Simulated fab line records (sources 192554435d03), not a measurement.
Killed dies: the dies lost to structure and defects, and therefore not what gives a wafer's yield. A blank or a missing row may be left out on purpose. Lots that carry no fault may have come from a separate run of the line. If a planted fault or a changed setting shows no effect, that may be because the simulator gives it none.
fab line records | flow n5Finfet | part 2 of 2: steps 21 to 27 of 27
record lots=5 | wafers=15 | lastDay=18
route steps=1938 shown BEOL_M6@1213
lots that met no fault: from a run of the same line without faults
startH: hours from the record's opening day to when the first of the lot's shown wafers began | waitH: hours since the lot's step before | " the same as in the row above | L1.1+2: several wafers, shown together as one row | - no value, or no start given | * or withheld: withheld | < > ~ a bound
route shown NAME@n: a module of which the file shows steps, and the number in the route of the first | usual: mean/standard deviation taken from wafers without a fault | same: alike in all rows | chamber/n: place in a boat | sites: readings site by site | _std_site: how widely they spread, as a standard deviation | _edge_site: mean of outer sites minus mean of inner sites | radiusMm: how far each site lies from the wafer's centre | mask NAME#n: copy n | behind: the last tool/chamber to shape the wafer | hold: why the lot was held/for how many hours/how that ended | device: the transistor (n, p or np) that didn't switch | end of line: tests run on the same wafers once the route is complete | a step with no rows: only its recipe | killed: the dies lost at the first sort to structure and to defects; this is not the yield of the wafer | map: a wafer's dies, x killed, . not, _ none there
set.NAME: the run value of the setting; set.NAME@STEP: its run value at that earlier step | model.NAME: the simulator's own value behind a step, which no gauge read
a table for each step, a row for each wafer; lots at some steps of the route
services: a tool's chamber out of use, with start hour (startH, from the record's first day; less than 0 if before it), hours out, and reason
## steps
# step N5_BEOL_M6_ETCH_66
# recipe chemistry=N2/H2 | target=SOC | targetDepthA=800 | overetchA=160 | maskMaterial=SiARC | tempC=40 | timeS=120 | ionEnergyEv=200 | pressureMtorr=30 | sourceW=840 | biasW=150 | n2FlowSccm=200 | h2FlowSccm=200
# usual chamberPressureMTorr=29.999/0.027 | drypumpMotorCurrentA=5.4/0.47 | n2FlowSccm=200.0/0.61 | oesProductAu=0.61/0.045 | rfVppV=525.6/2.2 | showerheadPlenumPTorr=2.61/0.073 | throttleValvePct=17.88/0.26
lot.wafer | tool       | chamber | startH | waitH | chamberPressureMTorr | drypumpMotorCurrentA | n2FlowSccm | oesProductAu | rfHoursCounterH | rfVppV | showerheadPlenumPTorr | throttleValvePct
L083.2    | rieDiel-02 | 1       | 232.24 | 0.0   | 29.982               | 4.9                  | 201.2      | 0.60         | 114             | 527.1  | 2.68                  | 17.90
L083.5    | "          | 0       | "      | "     | 29.985               | 4.9                  | 201.1      | 0.58         | -               | 524.4  | 2.55                  | 17.93
L083.6    | "          | 3       | "      | "     | 29.958               | 5.2                  | 200.7      | 0.57         | -               | 524.5  | 2.56                  | 18.00
L086.1    | rieDiel-01 | 2       | 263.80 | 0.0   | 30.003               | 5.2                  | 199.4      | 0.59         | 119             | 524.0  | 2.57                  | 17.59
L086.2    | "          | 0       | "      | "     | 29.973               | 6.1                  | 199.1      | 0.71         | 14              | 527.0  | 2.72                  | 17.71
L086.5    | "          | 1       | "      | "     | 30.026               | 5.7                  | 199.9      | 0.64         | -               | 527.6  | 2.70                  | 18.18
L094.1    | rieDiel-01 | 1       | 311.35 | 0.0   | 30.013               | 5.7                  | 201.1      | 0.62         | 75              | 527.6  | 2.70                  | 18.20
L094.4    | "          | 2       | "      | "     | 30.035               | 5.2                  | 199.8      | 0.58         | 137             | 522.6  | 2.56                  | 17.63
L094.6    | "          | 3       | "      | "     | 29.989               | 5.7                  | 200.4      | 0.55         | -               | 524.5  | 2.53                  | 18.27
L092.2    | rieDiel-02 | 3       | 325.81 | 0.0   | 29.987               | 5.2                  | 200.0      | 0.56         | 179             | 523.1  | 2.55                  | 18.03
L092.5    | "          | 1       | "      | "     | 29.979               | 5.0                  | 199.4      | 0.58         | -               | 526.3  | 2.67                  | 17.94
L092.6    | "          | 2       | "      | "     | 29.977               | 6.4                  | 199.4      | 0.61         | -               | 527.3  | 2.64                  | 17.57
L097.1    | rieDiel-02 | 3       | 348.09 | 0.0   | 30.042               | 5.2                  | 200.1      | 0.54         | 187             | 522.1  | 2.54                  | 18.05
L097.3    | "          | 0       | "      | "     | 29.976               | 4.9                  | 200.4      | 0.55         | 210             | 524.1  | 2.53                  | 17.99
L097.4    | "          | 2       | "      | "     | 29.975               | 6.3                  | 201.3      | 0.60         | 109             | 528.7  | 2.64                  | 17.60
# step N5_BEOL_M6_STRIP_69
# recipe chemistry=N2/H2 | tempC=40 | n2FlowSccm=200 | h2FlowSccm=200 | rfFrequencyHz=6e+07
lot.wafer  | tool       | chamber | startH | waitH
L083.2+5+6 | rieDiel-02 | 1,0,3   | 232.32 | 0.0
L086.1+2+5 | rieDiel-01 | 2,0,1   | 263.88 | 0.0
L094.1+4+6 | rieDiel-01 | 1,2,3   | 311.43 | 0.0
L092.2+5+6 | rieDiel-02 | 3,1,2   | 325.89 | 0.0
L097.1+3+4 | rieDiel-02 | 3,0,2   | 348.17 | 0.0
# step N5_BEOL_M6_STRIP_73
# recipe chemistry=N2/H2 | tempC=40 | n2FlowSccm=200 | h2FlowSccm=200 | rfFrequencyHz=6e+07
lot.wafer  | tool       | chamber | startH | waitH
L083.2+5+6 | rieDiel-02 | 1,0,3   | 232.33 | 0.0
L086.1+2+5 | rieDiel-01 | 2,0,1   | 263.89 | 0.0
L094.1+4+6 | rieDiel-01 | 1,2,3   | 311.44 | 0.0
L092.2+5+6 | rieDiel-02 | 3,1,2   | 325.90 | 0.0
L097.1+3+4 | rieDiel-02 | 3,0,2   | 348.18 | 0.0
# step N5_BEOL_M6_VIA_ETCH_34
# recipe chemistry=C4F6/O2 | target=SiCOH_lowk | targetDepthA=1263 | maskMaterial=SOC | taperDeg=4 | timeS=50.9 | ionEnergyEv=250 | pressureMtorr=30 | sourceW=345 | biasW=185 | Ar_flow_sccm=300 | C4F6_flow_sccm=10 | O2_flow_sccm=10
# usual chamberPressureMTorr=30.001/0.026 | drypumpMotorCurrentA=5.4/0.47 | oesProductAu=0.79/0.063 | rfVppV=674/13 | showerheadPlenumPTorr=2.91/0.089 | throttleValvePct=20.90/0.27
lot.wafer | tool       | chamber | startH | waitH | chamberPressureMTorr | drypumpMotorCurrentA | oesProductAu | rfHoursCounterH | rfVppV | showerheadPlenumPTorr | throttleValvePct
L083.2    | rieDiel-02 | 1       | 232.34 | 0.0   | 29.993               | 5.0                  | 0.77         | 114             | 669    | 3.01                  | 21.00
L083.5    | "          | 0       | "      | "     | 29.990               | 4.9                  | 0.75         | -               | 687    | 2.81                  | 20.66
L083.6    | "          | 3       | "      | "     | 30.034               | 5.2                  | 0.76         | -               | 664    | 2.85                  | 21.00
L086.1    | rieDiel-01 | 2       | 263.90 | 0.0   | 29.967               | 5.2                  | 0.75         | 119             | 679    | 2.85                  | 20.50
L086.2    | "          | 0       | "      | "     | 29.979               | 6.0                  | 0.94         | 14              | 690    | 2.99                  | 20.61
L086.5    | "          | 1       | "      | "     | 30.000               | 5.7                  | 0.82         | -               | 685    | 3.00                  | 21.17
L094.1    | rieDiel-01 | 1       | 311.45 | 0.0   | 29.969               | 5.7                  | 0.80         | 75              | 685    | 3.00                  | 21.20
L094.4    | "          | 2       | "      | "     | 29.987               | 5.2                  | 0.75         | 137             | 679    | 2.84                  | 20.53
L094.6    | "          | 3       | "      | "     | 29.977               | 5.7                  | 0.72         | -               | 660    | 2.85                  | 21.31
L092.2    | rieDiel-02 | 3       | 325.91 | 0.0   | 30.027               | 5.2                  | 0.74         | 179             | 664    | 2.84                  | 21.06
L092.5    | "          | 1       | "      | "     | 29.954               | 5.0                  | 0.74         | -               | 668    | 2.99                  | 21.06
L092.6    | "          | 2       | "      | "     | 29.975               | 6.3                  | 0.79         | -               | 655    | 3.01                  | 21.06
L097.1    | rieDiel-02 | 3       | 348.19 | 0.0   | 30.004               | 5.2                  | 0.72         | 187             | 663    | 2.84                  | 21.05
L097.3    | "          | 0       | "      | "     | 30.004               | 4.9                  | 0.72         | 210             | 687    | 2.79                  | 20.73
L097.4    | "          | 2       | "      | "     | 30.017               | 6.3                  | 0.77         | 109             | 656    | 3.01                  | 21.08
# step N5_BEOL_M6_STRIP_76
# recipe chemistry=C4F6/O2 | resist=SiARC | rfFrequencyHz=6e+07
lot.wafer  | tool       | chamber | startH | waitH
L083.2+5+6 | rieDiel-02 | 1,0,3   | 232.39 | 0.0
L086.1+2+5 | rieDiel-01 | 2,0,1   | 263.94 | 0.0
L094.1+4+6 | rieDiel-01 | 1,2,3   | 311.49 | 0.0
L092.2+5+6 | rieDiel-02 | 3,1,2   | 325.96 | 0.0
L097.1+3+4 | rieDiel-02 | 3,0,2   | 348.24 | 0.0
# step N5_BEOL_M6_STRIP_36
# recipe chemistry=N2/H2 | powerW=450 | tempC=40 | pressureMtorr=20 | rfFrequencyHz=6e+07 | overashFraction=0.3 | biasPowerW=7 | h2Frac=0.5 | n2FlowSccm=200 | h2FlowSccm=200
# usual chamberPressureMTorr=20.00/0.035 | drypumpMotorCurrentA=5.4/0.47 | n2FlowSccm=200.0/0.57 | oesProductAu=0.79/0.063 | rfVppV=59.3/1.4 | showerheadPlenumPTorr=2.60/0.073 | throttleValvePct=23.8/0.35
lot.wafer | tool       | chamber | startH | waitH | chamberPressureMTorr | drypumpMotorCurrentA | n2FlowSccm | oesProductAu | rfHoursCounterH | rfVppV | showerheadPlenumPTorr | throttleValvePct
L083.2    | rieDiel-02 | 1       | 232.40 | 0.0   | 20.02                | 5.0                  | 200.6      | 0.78         | 114             | 59.4   | 2.68                  | 23.8
L083.5    | "          | 0       | "      | "     | 20.02                | 4.9                  | 199.9      | 0.76         | -               | 58.3   | 2.55                  | 23.9
L083.6    | "          | 3       | "      | "     | 20.03                | 5.2                  | 200.1      | 0.74         | -               | 59.2   | 2.56                  | 23.8
L086.1    | rieDiel-01 | 2       | 263.95 | 0.0   | 20.00                | 5.2                  | 199.3      | 0.77         | 119             | 60.4   | 2.56                  | 23.5
L086.2    | "          | 0       | "      | "     | 20.05                | 6.1                  | 199.9      | 0.95         | 14              | 59.9   | 2.71                  | 23.5
L086.5    | "          | 1       | "      | "     | 20.02                | 5.7                  | 199.9      | 0.81         | -               | 60.9   | 2.70                  | 24.2
L094.1    | rieDiel-01 | 1       | 311.50 | 0.0   | 19.98                | 5.7                  | 199.9      | 0.81         | 75              | 56.9   | 2.69                  | 24.2
L094.4    | "          | 2       | "      | "     | 19.97                | 5.2                  | 200.1      | 0.75         | 137             | 59.4   | 2.55                  | 23.5
L094.6    | "          | 3       | "      | "     | 20.05                | 5.7                  | 199.2      | 0.73         | -               | 58.6   | 2.53                  | 24.1
L092.2    | rieDiel-02 | 3       | 325.97 | 0.0   | 20.00                | 5.2                  | 199.8      | 0.70         | 179             | 58.5   | 2.54                  | 23.8
L092.5    | "          | 1       | "      | "     | 20.01                | 5.0                  | 200.0      | 0.74         | -               | 59.2   | 2.67                  | 23.9
L092.6    | "          | 2       | "      | "     | 19.97                | 6.4                  | 200.4      | 0.80         | -               | 59.9   | 2.63                  | 23.3
L097.1    | rieDiel-02 | 3       | 348.25 | 0.0   | 20.02                | 5.2                  | 200.7      | 0.70         | 187             | 59.6   | 2.54                  | 23.8
L097.3    | "          | 0       | "      | "     | 19.93                | 4.9                  | 199.5      | 0.73         | 210             | 59.7   | 2.53                  | 23.9
L097.4    | "          | 2       | "      | "     | 19.98                | 6.4                  | 200.9      | 0.79         | 109             | 59.6   | 2.63                  | 23.3
# step N5_BEOL_M6_TRENCH_ETCH_37
# recipe chemistry=C4F6/O2 | targetDepthA=944.35 | target=SiCOH_lowk | timeS=31.5 | ionEnergyEv=250 | pressureMtorr=30 | sourceW=345 | biasW=185 | Ar_flow_sccm=300 | C4F6_flow_sccm=10 | O2_flow_sccm=10
# usual chamberPressureMTorr=30.004/0.027 | drypumpMotorCurrentA=5.4/0.47 | oesProductAu=0.79/0.064 | rfVppV=674/13 | showerheadPlenumPTorr=2.91/0.089 | throttleValvePct=20.94/0.27
lot.wafer | tool       | chamber | startH | waitH | chamberPressureMTorr | drypumpMotorCurrentA | oesProductAu | rfHoursCounterH | rfVppV | showerheadPlenumPTorr | throttleValvePct
L083.2    | rieDiel-02 | 1       | -      | -     | 30.018               | 5.0                  | 0.76         | 114             | 670    | 3.01                  | 21.03
L083.5    | "          | 0       | "      | "     | 30.026               | 4.9                  | 0.75         | -               | 688    | 2.81                  | 20.69
L083.6    | "          | 3       | "      | "     | 30.043               | 5.2                  | 0.75         | -               | 662    | 2.85                  | 21.03
L086.1    | rieDiel-01 | 2       | -      | -     | 29.993               | 5.2                  | 0.75         | 119             | 680    | 2.85                  | 20.53
L086.2    | "          | 0       | "      | "     | 30.068               | 6.0                  | 0.94         | 14              | 691    | 3.00                  | 20.65
L086.5    | "          | 1       | "      | "     | 30.027               | 5.7                  | 0.82         | -               | 685    | 3.00                  | 21.22
L094.1    | rieDiel-01 | 1       | -      | -     | 29.976               | 5.7                  | 0.81         | 75              | 684    | 3.00                  | 21.21
L094.4    | "          | 2       | "      | "     | 29.987               | 5.2                  | 0.74         | 137             | 677    | 2.84                  | 20.54
L094.6    | "          | 3       | "      | "     | 30.019               | 5.7                  | 0.72         | -               | 659    | 2.85                  | 21.34
L092.2    | rieDiel-02 | 3       | -      | -     | 29.984               | 5.2                  | 0.74         | 179             | 663    | 2.84                  | 21.09
L092.5    | "          | 1       | "      | "     | 30.021               | 5.0                  | 0.73         | -               | 670    | 2.99                  | 21.08
L092.6    | "          | 2       | "      | "     | 30.016               | 6.3                  | 0.79         | -               | 655    | 3.01                  | 21.09
L097.1    | rieDiel-02 | 3       | -      | -     | 29.955               | 5.2                  | 0.72         | 187             | 663    | 2.84                  | 21.09
L097.3    | "          | 0       | "      | "     | 30.040               | 4.9                  | 0.71         | 210             | 688    | 2.79                  | 20.76
L097.4    | "          | 2       | "      | "     | 29.988               | 6.4                  | 0.77         | 109             | 655    | 3.01                  | 21.12
## services
tool          | chamber | startH | hours | kind
euvScanner-01 | -       | 224.27 | 1.0   | pm
euvScanner-02 | -       | 230.15 | 1.0   | pm
rieDiel-05    | 3       | 264.39 | 4.8   | repair
euvScanner-02 | -       | 266.90 | 5.8   | pm
rieMetal-01   | -       | 272.73 | 0.1   | repair
rieDiel-05    | -       | 272.79 | 2.8   | pm
euvScanner-01 | -       | 280.43 | 1.0   | pm
euvScanner-02 | -       | 286.30 | 1.0   | pm
rieDiel-01    | 1       | 293.56 | 7.0   | repair
euvScanner-01 | -       | 297.42 | -     | calibration
rieDiel-05    | 0       | 301.41 | 5.1   | repair
rieMetal-02   | -       | 307.13 | 0.8   | repair
euvScanner-01 | -       | 308.94 | 4.6   | pm
euvScanner-01 | -       | 320.27 | 6.2   | pm
rieDiel-02    | 2       | 322.94 | 2.0   | repair
euvScanner-02 | -       | 336.38 | 4.6   | pm
euvScanner-01 | -       | 340.98 | 1.0   | pm
euvScanner-02 | -       | 342.45 | 1.0   | pm
euvScanner-02 | -       | 344.64 | 0.5   | repair
euvScanner-01 | -       | 345.13 | 12.0  | pm
